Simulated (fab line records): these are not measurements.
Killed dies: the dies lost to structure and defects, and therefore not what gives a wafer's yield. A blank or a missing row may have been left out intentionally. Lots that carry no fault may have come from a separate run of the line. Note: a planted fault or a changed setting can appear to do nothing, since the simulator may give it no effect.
fab line records    flow n5-finfet
record lots=6  wafers=18  last-day=17
route steps=1938 shown BEOL_M10@1488
lots that met no fault: from a run of the same line without faults
start-h: the number of hours between the record's first day and the start of the first shown wafer of the lot    wait-h: hours from the lot's prior step to this one    " unchanged from the row above    L1.1+2: several wafers, shown together as one row    - no value present, or no start provided    * or withheld: withheld    < > ~ a bound
route shown NAME@n: names a module that has steps shown in the file, with the first one's number in the route    usual: mean/standard deviation of fault-free wafers    same: alike in all rows    chamber/n: place in a boat    sites: each site's reading    _std_site: standard deviation of those values    _edge_site: outer sites' mean less inner sites'    radius-mm: for every site, how far away it sits from the centre of the wafer    mask NAME#n: copy n    behind: tool/chamber where the wafer was last shaped    hold: the reason the lot was held/the length of the hold in hours/how it ended    device: which transistor (n, p or np) failed to switch    end of line: tests run on the same wafers once the route is complete    for a step that has no rows: nothing shown but its recipe    killed: at the first sort, the dies lost to defects and structure; wafer yield is something else    map: shows each die of a wafer: x if killed, . if not, _ if none is there
set.NAME: setting as actually run; set.NAME@STEP: the setting as run at that earlier step    model.NAME: the simulator's own value behind a step, which no gauge read
a table for each step, a row for each wafer; lots at some steps of the route
services: when a tool's chamber went out of use (start-h, in hours from the record's first day, below 0 if earlier), for how many hours, and the reason
## steps
# step N5_BEOL_M10_ETCH_62
# recipe chemistry=N2/H2  target=SOC  target-depth-a=1100  overetch-a=220  mask-material=SiARC  temp-c=40  time-s=165  ion-energy-ev=200  pressure-mtorr=30  source-w=840  bias-w=150  n2-flow-sccm=200  h2-flow-sccm=200
# usual bias-w=150.0/0.47  drypump-motor-current-A=5.8/0.57  oes-product-au=0.64/0.059  rf-vpp-V=523.0/2.3  showerhead-plenum-p-Torr=2.52/0.075  throttle-valve-pct=17.95/0.29
lot.wafer  tool         chamber  start-h  wait-h  bias-w  drypump-motor-current-A  oes-product-au  rf-hours-counter-h  rf-vpp-V  showerhead-plenum-p-Torr  throttle-valve-pct
L666.1     rie-diel-01  3        243.16   0.0     149.5   6.3                      0.67            81                  524.9     2.58                      17.48
L666.2     "            2        "        "       150.2   5.1                      0.66            113                 522.6     2.46                      17.78
L666.4     "            1        "        "       149.2   5.4                      0.67            89                  526.2     2.57                      17.63
L670.2     rie-diel-02  2        272.38   0.0     150.5   5.8                      0.61            209                 525.8     2.62                      17.82
L670.4     "            2        "        "       150.3   5.8                      0.61            -                   525.7     2.62                      17.81
L670.5     "            1        "        "       149.7   6.6                      0.59            -                   522.9     2.52                      18.23
L678.4     rie-diel-01  1        313.25   0.0     150.3   5.4                      0.65            113                 524.3     2.56                      17.69
L678.5     "            0        "        "       148.9   5.3                      0.69            -                   522.7     2.54                      17.60
L678.6     "            3        "        "       150.1   6.3                      0.65            -                   524.8     2.57                      17.52
L679.1     rie-diel-04  3        320.58   0.0     150.6   5.3                      0.60            221                 520.1     2.42                      18.19
L679.5     "            2        "        "       150.0   6.1                      0.68            -                   521.7     2.45                      17.60
L679.6     "            1        "        "       149.6   6.1                      0.80            -                   523.8     2.50                      17.95
L685.2     rie-diel-02  1        355.83   0.0     150.0   6.6                      0.58            230                 522.6     2.51                      18.27
L685.5     "            0        "        "       150.1   5.6                      0.71            -                   524.8     2.60                      17.88
L685.6     "            1        "        "       150.1   6.6                      0.58            -                   522.7     2.51                      18.28
L683.2     rie-diel-04  3        356.02   0.0     150.1   5.3                      0.59            233                 521.0     2.41                      18.21
L683.3     "            1        "        "       149.6   6.1                      0.77            25                  522.2     2.49                      17.97
L683.6     "            3        "        "       149.4   5.3                      0.60            -                   519.3     2.41                      18.21
# step N5_BEOL_M10_STRIP_68
# recipe chemistry=N2/H2  temp-c=40  n2-flow-sccm=200  h2-flow-sccm=200  rf-frequency-hz=6e+07
# step N5_BEOL_M10_STRIP_67
# recipe chemistry=CF4  resist=SiARC  power-w=300  bias-power-w=75  pressure-mtorr=50  cf4-flow-sccm=150  rf-frequency-hz=6e+07
# usual drypump-motor-current-A=5.8/0.57  oes-product-au=0.76/0.07  rf-vpp-V=270.7/1.3  showerhead-plenum-p-Torr=1.77/0.048  throttle-valve-pct=13.72/0.27
lot.wafer  tool         chamber  start-h  wait-h  drypump-motor-current-A  oes-product-au  rf-hours-counter-h  rf-vpp-V  showerhead-plenum-p-Torr  throttle-valve-pct
L666.1     rie-diel-01  3        243.31   0.0     6.3                      0.79            81                  272.0     1.81                      13.15
L666.2     "            2        "        "       5.1                      0.77            113                 268.5     1.73                      13.57
L666.4     "            1        "        "       5.5                      0.79            89                  270.9     1.80                      13.46
L670.2     rie-diel-02  2        272.53   0.0     5.8                      0.73            210                 271.5     1.84                      13.66
L670.4     "            2        "        "       5.8                      0.72            -                   272.7     1.84                      13.67
L670.5     "            1        "        "       6.6                      0.69            -                   270.5     1.78                      13.89
L678.4     rie-diel-01  1        313.39   0.0     5.4                      0.78            113                 269.4     1.80                      13.49
L678.5     "            0        "        "       5.3                      0.81            -                   269.9     1.79                      13.55
L678.6     "            3        "        "       6.2                      0.77            -                   271.5     1.80                      13.20
L679.1     rie-diel-04  3        320.72   0.0     5.3                      0.71            221                 268.7     1.71                      13.90
L679.5     "            2        "        "       6.1                      0.80            -                   272.1     1.74                      13.44
L679.6     "            1        "        "       6.0                      0.94            -                   269.3     1.77                      13.58
L685.2     rie-diel-02  1        355.97   0.0     6.6                      0.68            230                 271.4     1.77                      13.96
L685.5     "            0        "        "       5.6                      0.85            -                   270.7     1.83                      13.53
L685.6     "            1        "        "       6.6                      0.68            -                   270.6     1.77                      13.95
L683.2     rie-diel-04  3        356.16   0.0     5.3                      0.71            233                 269.8     1.70                      13.92
L683.3     "            1        "        "       6.0                      0.91            25                  270.0     1.77                      13.60
L683.6     "            3        "        "       5.3                      0.71            -                   269.1     1.70                      13.93
# step N5_BEOL_M10_HM_OPEN_17
# recipe chemistry=Cl2/BCl3  target-depth-a=200  overetch-a=60  target=TiN  mask-material=SOC  ion-energy-ev=150  pressure-mtorr=10  icp-w=1000  bias-w=126  Cl2_flow_sccm=53.25  bcl3-flow-sccm=21.75  Ar_flow_sccm=25
# usual bias-w=126.0/0.38  drypump-motor-current-A=5.6/0.37  oes-product-au=0.68/0.11  throttle-valve-pct=22.17/0.23
lot.wafer  tool          chamber  start-h  wait-h  bias-w  drypump-motor-current-A  oes-product-au  rf-hours-counter-h  throttle-valve-pct
L666.1     rie-metal-01  1        243.35   0.0     126.4   5.7                      0.73            20                  22.46
L666.2     "             0        "        "       125.7   6.1                      0.74            13                  21.93
L666.4     "             1        "        "       126.6   5.7                      0.73            -                   22.47
L670.2     rie-metal-03  1        272.57   0.0     126.6   5.6                      0.58            84                  22.50
L670.4     "             1        "        "       125.4   5.6                      0.59            -                   22.47
L670.5     "             0        "        "       125.3   5.9                      0.80            -                   21.99
L678.4     rie-metal-01  0        313.47   0.1     126.1   6.1                      0.72            -                   21.95
L678.5     "             0        "        "       126.4   6.1                      0.71            -                   21.95
L678.6     "             1        "        "       126.7   5.7                      0.71            -                   22.50
L679.1     rie-metal-03  1        320.76   0.0     126.0   5.5                      0.58            89                  22.50
L679.5     "             1        "        "       126.2   5.5                      0.58            -                   22.49
L679.6     "             0        "        "       126.3   5.9                      0.78            -                   21.98
L685.2     rie-metal-02  1        356.02   0.0     126.0   5.7                      0.79            5                   22.08
L685.5     "             1        "        "       126.1   5.7                      0.78            -                   22.09
L685.6     "             0        "        "       125.7   4.9                      0.55            -                   22.02
L683.2     rie-metal-02  0        356.20   0.0     125.8   4.9                      0.56            99                  22.02
L683.3     "             0        "        "       125.1   5.0                      0.56            -                   22.01
L683.6     "             1        "        "       126.2   5.7                      0.77            -                   22.08
# step N5_BEOL_M10_STRIP_19
# recipe chemistry=O2  power-w=400  temp-c=40  pressure-mtorr=30  rf-frequency-hz=6e+07  bias-power-w=0  overash-fraction=0.2  o2-flow-sccm=225
# usual drypump-motor-current-A=5.9/0.57  oes-product-au=0.77/0.084  rf-vpp-V=3.7/0.58  showerhead-plenum-p-Torr=2.06/0.066  throttle-valve-pct=16.83/0.27
lot.wafer  tool         chamber  start-h  wait-h  drypump-motor-current-A  oes-product-au  rf-hours-counter-h  rf-vpp-V  showerhead-plenum-p-Torr  throttle-valve-pct
L666.1     rie-diel-04  3        243.46   0.1     5.3                      0.74            190                 4.2       2.01                      16.94
L666.2     "            2        "        "       6.1                      0.85            70                  4.7       2.03                      16.41
L666.4     "            0        "        "       6.8                      0.70            222                 5.0       1.99                      17.12
L670.2     rie-diel-04  0        272.81   0.2     6.8                      0.70            232                 4.5       1.99                      17.16
L670.4     "            3        "        "       5.3                      0.74            -                   3.1       2.00                      16.96
L670.5     "            0        "        "       6.8                      0.69            -                   4.4       1.99                      17.16
L678.4     rie-diel-01  0        313.55   0.1     5.3                      0.82            89                  3.8       2.12                      16.71
L678.5     "            3        "        "       6.3                      0.78            -                   3.8       2.10                      16.25
L678.6     "            2        "        "       5.1                      0.76            -                   3.1       2.02                      16.78
L679.1     rie-diel-02  1        320.88   0.1     6.6                      0.68            217                 3.5       2.07                      16.99
L679.5     "            3        "        "       5.1                      0.70            -                   3.2       2.05                      17.09
L679.6     "            0        "        "       5.6                      0.88            -                   3.9       2.16                      16.68
L685.2     rie-diel-04  2        356.18   0.1     6.1                      0.79            115                 3.6       2.01                      16.48
L685.5     "            0        "        "       6.8                      0.96            -                   3.0       2.24                      16.74
L685.6     "            1        "        "       6.0                      0.91            -                   3.8       2.07                      16.82
L683.2     rie-diel-02  1        356.32   0.1     6.6                      0.68            230                 3.8       2.06                      17.03
L683.3     "            2        "        "       5.8                      0.71            239                 4.2       2.15                      16.82
L683.6     "            0        "        "       5.6                      0.85            -                   4.8       2.15                      16.71
# step N5_BEOL_M10_CD_MEAS_18
# recipe pitch-nm=140  target-cd-nm=70
# usual cd-nm=69.8/0.69
lot.wafer  tool       chamber  start-h  wait-h  cd-nm
L666.1     cd-sem-01  -        243.53   0.0     69.5
L666.2     "          -        "        "       69.9
L666.4     "          -        "        "       69.4
L670.2     cd-sem-03  -        272.88   0.1     69.5
L670.4     "          -        "        "       69.9
L670.5     "          -        "        "       69.1
L678.4     cd-sem-03  -        313.62   0.1     68.9
L678.5     "          -        "        "       67.9
L678.6     "          -        "        "       68.6
L679.1     cd-sem-02  -        320.95   0.0     70.2
L679.5     "          -        "        "       69.4
L679.6     "          -        "        "       69.8
L685.2     cd-sem-01  -        356.25   0.1     69.5
L685.5     "          -        "        "       69.6
L685.6     "          -        "        "       69.5
L683.2     cd-sem-03  -        356.39   0.1     70.1
L683.3     "          -        "        "       69.6
L683.6     "          -        "        "       70.1
# step N5_BEOL_M10_COAT_63
# recipe resist=SOC  temp-c=250  time-s=60  spin-rpm=1500  resist-thk-nm=100
# step N5_BEOL_M10_COAT_64
# recipe resist=SiARC  temp-c=220  time-s=60  spin-rpm=1500  resist-thk-nm=30
# step N5_BEOL_M10_COAT_22
# recipe resist=CAR-ArF  spin-rpm=1500  resist-thk-nm=90
# step N5_BEOL_M10_EBR_24
# recipe solvent=PGMEA  ebr-width-mm=1.5
# step N5_BEOL_M10_SOFTBAKE_23
# recipe temp-c=110  time-s=60  resist=CAR-ArF
# step N5_BEOL_M10_EXPOSE_25
# recipe mask-id=V9  na=1.35  source-shape=annular  sigma-inner=0.5  sigma-outer=0.8  polarization=unpolarized  dose-mj=85.5
# step N5_BEOL_M10_PEB_26
# recipe peb-temp-c=withheld  peb-time-s=60  resist=CAR-ArF
# usual chill-plate-temp-C=23.01/0.1  exhaust-pa=45.0/0.92
lot.wafer  tool            chamber  start-h  wait-h  chill-plate-temp-C  exhaust-pa
L666.1     litho-track-02  0        244.91   0.1     23.19               45.3
L666.2     "               0        "        "       23.06               45.7
L666.4     "               0        "        "       22.92               45.6
L670.2     litho-track-05  0        274.28   0.1     23.14               43.4
L670.4     "               0        "        "       23.15               44.2
L670.5     "               0        "        "       23.13               43.9
L678.4     litho-track-01  -        314.37   0.0     -                   -
L678.5     "               -        "        "       -                   -
L678.6     "               -        "        "       -                   -
L679.1     litho-track-02  -        323.86   0.1     -                   -
L679.5     "               -        "        "       -                   -
L679.6     "               -        "        "       -                   -
L685.2     litho-track-05  0        359.65   0.1     23.12               44.9
L685.5     "               0        "        "       23.12               44.2
L685.6     "               0        "        "       22.94               43.8
L683.2     litho-track-02  0        359.81   0.1     23.03               43.9
L683.3     "               0        "        "       22.99               45.3
L683.6     "               0        "        "       22.99               45.0
# step N5_BEOL_M10_DEVELOP_27
# recipe develop-time-s=30  developer=TMAH  resist=CAR-ArF  rinse-liquid=diw  dry=air-spin  dev-temp-c=23
## services
tool            chamber  start-h  hours  kind
rie-diel-01     -        226.88   11.4   repair
litho-track-02  -        268.38   -      consumable-replace:filter
rie-diel-02     0        269.78   9.7    repair
rie-diel-01     -        271.78   1.1    repair
rie-diel-04     1        272.31   -      clean
rie-diel-04     1        272.31   -      consumable-replace:focus-ring
rie-diel-04     1        272.31   14.9   scheduled-down
rie-diel-04     1        272.31   14.9   vent-cycle
rie-metal-02    1        276.70   -      clean
rie-metal-02    1        276.70   22.4   scheduled-down
rie-metal-02    1        276.70   22.4   vent-cycle
litho-track-02  -        298.66   -      consumable-replace:filter
rie-diel-02     -        301.01   2.8    pm
rie-diel-04     0        317.81   -      clean
rie-diel-04     0        317.81   -      consumable-replace:focus-ring
rie-diel-04     0        317.81   -      consumable-replace:showerhead
rie-diel-04     0        317.81   13.8   scheduled-down
rie-diel-04     0        317.81   13.8   vent-cycle
litho-track-02  -        320.02   -      consumable-replace:filter
## key
first-sign step=N5_BEOL_M10_PEB_26  reading=tool-record  direction=missing
effect none on later readings
met-at N5_BEOL_M10_PEB_26
struck-wafers L678.4,L678.5,L678.6,L679.1,L679.5,L679.6
later-rows-left-out L678.4,L678.5,L678.6,L679.1,L679.5,L679.6
sort-left-out L678.4,L678.5,L678.6,L679.1,L679.5,L679.6
onset-between 244.91 314.37
fault kind=skipped-step-whole  tool=litho-track-01,litho-track-02  chamber=-  onset-h=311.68  steps=N5_BEOL_M10_PEB_26  scope=struck-lots-only
# sort-left-out: the simulated sort isn't trusted on such a fault, so these wafers' sort isn't shown, and their yield isn't known
# later-rows-left-out: the simulator's readings of these wafers behind a module that went badly wrong aren't trusted and aren't shown, but for the sort
